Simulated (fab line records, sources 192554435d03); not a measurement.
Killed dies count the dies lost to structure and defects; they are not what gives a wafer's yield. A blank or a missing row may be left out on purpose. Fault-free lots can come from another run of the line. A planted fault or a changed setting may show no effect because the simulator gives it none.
Which tool did it?    flow n5-finfet    24 lots with 72 wafers sampled at 4 steps, on a route of 1938 steps

WHAT THE GAUGES SHOWED, per wafer
N5_MOL_CONTACT_COAG_CD_MEAS_137: the cd target is 16 nm.
lot   measured      on         cd-nm (nm)
L074  day 5 04:04   cd-sem-02  15.4 15.9 16.0
L075  day 5 07:32   cd-sem-02  15.6 15.7 15.9
L076  day 5 13:49   cd-sem-02  16.5 16.3 15.7
L077  day 5 19:46   cd-sem-02  16.0 15.9 16.1
L078  day 6 05:53   cd-sem-02  15.8 15.3 15.8
L079  day 6 09:07   cd-sem-01  16.2 16.2 16.0
L080  day 6 12:43   cd-sem-02  15.8 16.0 15.8
L081  day 6 22:11   cd-sem-01  16.2 15.7 15.8
L082  day 7 01:50   cd-sem-03  15.4 16.5 16.2
L083  day 7 05:44   cd-sem-02  15.9 15.5 15.8
L084  day 7 13:27   cd-sem-02  15.0 14.7 15.0
L085  day 7 23:03   cd-sem-02  15.5 15.4 15.5
L086  day 8 04:31   cd-sem-02  16.2 15.9 16.0
L087  day 8 08:55   cd-sem-03  15.4 15.8 15.8
L088  day 8 17:20   cd-sem-02  15.6 16.0 16.1
L090  day 8 22:04   cd-sem-01  15.7 15.4 16.0
L091  day 9 06:10   cd-sem-02  16.4 15.4 15.1
L089  day 9 06:49   cd-sem-01  15.7 15.9 16.3
L092  day 9 16:43   cd-sem-02  15.7 15.4 15.4
L093  day 9 22:48   cd-sem-02  16.0 16.0 16.3
L094  day 10 02:48  cd-sem-02  15.6 16.3 16.3
L095  day 10 06:49  cd-sem-01  15.8 16.4 16.0
L096  day 10 14:18  cd-sem-02  15.4 15.8 15.3
L097  day 10 19:51  cd-sem-02  15.6 15.6 15.5

N5_MOL_CONTACT_COAG_INSPECT_42: inspects for defects (brightfield).
lot   measured      on                 raw-defect-count
L074  day 5 04:36   defect-inspect-02  155 140 160
L075  day 5 07:57   defect-inspect-02  241 154 164
L076  day 5 14:22   defect-inspect-01  228 291 276
L077  day 5 20:11   defect-inspect-01  140 132 205
L078  day 6 06:25   defect-inspect-02  171 155 258
L079  day 6 09:31   defect-inspect-01  199 260 201
L080  day 6 13:07   defect-inspect-02  137 176 216
L081  day 6 22:37   defect-inspect-02  198 159 195
L082  day 7 02:15   defect-inspect-02  100 153 183
L083  day 7 06:08   defect-inspect-01  184 337 154
L084  day 7 13:59   defect-inspect-01  156 166 139
L085  day 7 23:35   defect-inspect-02  191 134 170
L086  day 8 05:02   defect-inspect-02  205 122 193
L087  day 8 09:19   defect-inspect-02  229 166 240
L088  day 8 17:44   defect-inspect-02  231 265 174
L090  day 8 22:36   defect-inspect-01  300 198 224
L091  day 9 06:35   defect-inspect-01  389 284 270
L089  day 9 07:13   defect-inspect-02  384 419 321
L092  day 9 17:07   defect-inspect-02  156 192 138
L093  day 9 23:20   defect-inspect-02  136 151 172
L094  day 10 03:12  defect-inspect-02  257 308 186
L095  day 10 07:13  defect-inspect-02  166 166 193
L096  day 10 14:42  defect-inspect-02  140 163 131
L097  day 10 20:16  defect-inspect-01  157 195 186

WHICH TOOL RAN EACH LOT (tool, then ch and the chambers of the sampled wafers, then the start)
lot   N5_MOL_CONTACT_COAG_ANNEAL_113    N5_MOL_CONTACT_COAG_ALD_131
L074  rtp-anneal-02 ch 0, day 4 20:36   ald-sin-04 ch 0,1,3, day 5 03:23
L075  rtp-anneal-02 ch 0, day 5 01:23   ald-sin-03 ch 0,3, day 5 06:49
L076  rtp-anneal-01 ch 0, day 5 07:01   ald-sin-01 ch 0,3, day 5 13:09
L077  rtp-anneal-01 ch 0, day 5 12:59   ald-sin-01 ch 0,1,2, day 5 19:06
L078  rtp-anneal-02 ch 0, day 5 22:59   ald-sin-01 ch 2,3, day 6 05:11
L079  rtp-anneal-02 ch 0, day 6 02:11   ald-sin-03 ch 0,1,2, day 6 08:22
L080  rtp-anneal-02 ch 0, day 6 06:19   ald-sin-04 ch 1,2,3, day 6 12:01
L081  rtp-anneal-01 ch 0, day 6 14:24   ald-sin-04 ch 0,1,3, day 6 21:29
L082  rtp-anneal-01 ch 0, day 6 18:12   ald-sin-04 ch 0,2,3, day 7 01:10
L083  rtp-anneal-02 ch 0, day 7 00:17   ald-sin-03 ch 0,1,3, day 7 05:03
L084  rtp-anneal-02 ch 0, day 7 07:01   ald-sin-01 ch 1,2, day 7 12:39
L085  rtp-anneal-02 ch 0, day 7 15:37   ald-sin-01 ch 1,2,3, day 7 22:23
L086  rtp-anneal-01 ch 0, day 7 20:16   ald-sin-03 ch 1,2,3, day 8 03:48
L087  rtp-anneal-02 ch 0, day 8 01:34   ald-sin-03 ch 0,2,3, day 8 08:14
L088  rtp-anneal-01 ch 0, day 8 07:55   ald-sin-03 ch 0,1,3, day 8 16:38
L090  rtp-anneal-02 ch 0, day 8 15:19   ald-sin-03 ch 1,3, day 8 21:24
L091  rtp-anneal-01 ch 0, day 8 23:25   ald-sin-04 ch 0,1,2, day 9 05:30
L089  rtp-anneal-02 ch 0, day 9 00:21   ald-sin-04 ch 0,3, day 9 06:08
L092  rtp-anneal-02 ch 0, day 9 09:41   ald-sin-04 ch 0,1,3, day 9 16:02
L093  rtp-anneal-02 ch 0, day 9 14:11   ald-sin-03 ch 1,2,3, day 9 22:07
L094  rtp-anneal-02 ch 0, day 9 18:23   ald-sin-01 ch 2,3, day 10 02:02
L095  rtp-anneal-02 ch 0, day 9 23:23   ald-sin-04 ch 0,2,3, day 10 06:08
L096  rtp-anneal-02 ch 0, day 10 08:10  ald-sin-01 ch 0,2,3, day 10 13:37
L097  rtp-anneal-02 ch 0, day 10 13:17  ald-sin-03 ch 0,3, day 10 19:11
- N5_MOL_CONTACT_COAG_ANNEAL_113: time 300 s.
- N5_MOL_CONTACT_COAG_ALD_131: deposits SiO2, target thk 5 nm, pulse time 1 s, co reactant pulse time 1 s.

WHAT THE TOOLS THEMSELVES READ (means of the sampled wafers that have a number; where no wafer has one, the mark that the record gives instead)
N5_MOL_CONTACT_COAG_ANNEAL_113.
lot   tool           lamp-power-pct (%)  lamp_zone_4_pct (%)  wafer_temp_C_max
L074  rtp-anneal-02  2.848               2.847                401.8
L075  rtp-anneal-02  2.848               2.851                401.9
L076  rtp-anneal-01  2.852               2.852                402.2
L077  rtp-anneal-01  2.850               2.852                402.2
L078  rtp-anneal-02  2.848               2.846                401.3
L079  rtp-anneal-02  2.844               2.849                402.1
L080  rtp-anneal-02  2.851               2.848                401.8
L081  rtp-anneal-01  2.851               2.851                402.0
L082  rtp-anneal-01  2.852               2.851                402.0
L083  rtp-anneal-02  2.847               2.847                401.9
L084  rtp-anneal-02  2.847               2.850                402.2
L085  rtp-anneal-02  2.847               2.847                401.4
L086  rtp-anneal-01  2.849               2.853                402.5
L087  rtp-anneal-02  2.849               2.849                402.0
L088  rtp-anneal-01  2.851               2.851                402.6
L090  rtp-anneal-02  2.846               2.845                401.6
L091  rtp-anneal-01  2.852               2.849                401.9
L089  rtp-anneal-02  2.846               2.850                401.6
L092  rtp-anneal-02  2.847               2.849                401.9
L093  rtp-anneal-02  2.847               2.846                402.0
L094  rtp-anneal-02  2.847               2.847                402.4
L095  rtp-anneal-02  2.848               2.846                401.7
L096  rtp-anneal-02  2.849               2.847                401.6
L097  rtp-anneal-02  2.846               2.848                401.8

N5_MOL_CONTACT_COAG_ALD_131.
lot   tool        heater-power-w (W)  precursor-pulse-height-rel
L074  ald-sin-04  72                  1.004
L075  ald-sin-03  89                  0.993
L076  ald-sin-01  72                  0.982
L077  ald-sin-01  74                  1.022
L078  ald-sin-01  64                  0.991
L079  ald-sin-03  88                  1.000
L080  ald-sin-04  73                  1.006
L081  ald-sin-04  73                  0.998
L082  ald-sin-04  79                  1.002
L083  ald-sin-03  89                  0.993
L084  ald-sin-01  67                  1.019
L085  ald-sin-01  69                  1.003
L086  ald-sin-03  84                  0.988
L087  ald-sin-03  89                  1.015
L088  ald-sin-03  89                  1.017
L090  ald-sin-03  85                  1.004
L091  ald-sin-04  77                  0.997
L089  ald-sin-04  78                  1.004
L092  ald-sin-04  72                  1.014
L093  ald-sin-03  86                  0.976
L094  ald-sin-01  66                  0.990
L095  ald-sin-04  79                  0.988
L096  ald-sin-01  70                  1.006
L097  ald-sin-03  89                  1.017

THE ANSWER, worked out from the rows above alone
Rule: the usual values come from the lots themselves. Put in order of their means at a reading, lots are off if they are a third of the lots or fewer, leave a main group of 4 or more, and stand apart from it by a gap of 3 or more times the standard deviation of the main group's means; of several such gaps the widest counts. The tables above print the reading to a certain number of digits; a main group whose means all agree to those digits is not used. A lot without any number at a reading at which 4 lots or more have one is off too. Where the step has rows for the other lots, those lots are counted as sound. Order of review: gauges by route order, followed by the tools' own readings, for which a lot's mean as printed above is used. At the first step where some lot is off, the reading lying furthest off is the one used; lots without a number count as furthest.
None of the lots is off at any reading shown; this tells nothing.

WHAT WAS PUT IN BY THE SIMULATOR
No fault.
